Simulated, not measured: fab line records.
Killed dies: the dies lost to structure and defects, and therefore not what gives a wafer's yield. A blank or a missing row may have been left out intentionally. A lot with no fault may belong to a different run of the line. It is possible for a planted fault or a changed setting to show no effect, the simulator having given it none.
Which of the tools did it? + flow n5-finfet + route of 1938 steps, sampled at 1 step: 11 lots, 33 wafers

WHAT THE GAUGES SHOWED, per wafer
N5_STI_FIN_REVEAL_THK_MEAS_05.
| lot  | measured    | on            | thk-nm (nm)       |
|------|-------------|---------------|-------------------|
| L564 | day 2 10:23 | film-metro-01 | 131.4 130.9 131.3 |
| L565 | day 2 18:25 | film-metro-02 | 132.9 134.3 133.1 |
| L571 | day 4 02:59 | film-metro-02 | 131.0 131.7 130.3 |
| L573 | day 4 14:43 | film-metro-02 | 132.7 132.1 132.2 |
| L574 | day 4 21:17 | film-metro-02 | 131.8 132.6 131.9 |
| L576 | day 5 10:36 | film-metro-02 | 131.7 131.1 132.5 |
| L583 | day 7 02:45 | film-metro-02 | 133.1 132.8 133.0 |
| L584 | day 7 11:06 | film-metro-01 | 131.5 130.7 131.1 |
| L585 | day 7 16:07 | film-metro-01 | 130.5 131.1 131.5 |
| L586 | day 7 21:41 | film-metro-01 | 131.7 131.0 130.9 |
| L587 | day 8 05:09 | film-metro-01 | 132.6 132.0 132.1 |

WHICH TOOL RAN EACH LOT (tool, then ch and the chambers of the sampled wafers, then the start)
Before these readings, the record contains no process step.

THE ANSWER, worked out from the rows above alone
Rule: the lots themselves supply what counts as usual. The widest of any qualifying gaps counts: lots, ordered by their means at a reading, are off when they make up no more than a third of the lots, leave a main group of 4 or more, and stand apart from it by 3 or more times the standard deviation of that group's means. A main group is skipped when, at the precision printed for the reading in the tables above, its means are all equal. A lot without any number at a reading at which 4 lots or more have one is off too. Any other lot the step has rows for is counted as sound.
None of the lots is off at any reading shown; this tells nothing.

WHAT THE SIMULATOR HAD INSERTED
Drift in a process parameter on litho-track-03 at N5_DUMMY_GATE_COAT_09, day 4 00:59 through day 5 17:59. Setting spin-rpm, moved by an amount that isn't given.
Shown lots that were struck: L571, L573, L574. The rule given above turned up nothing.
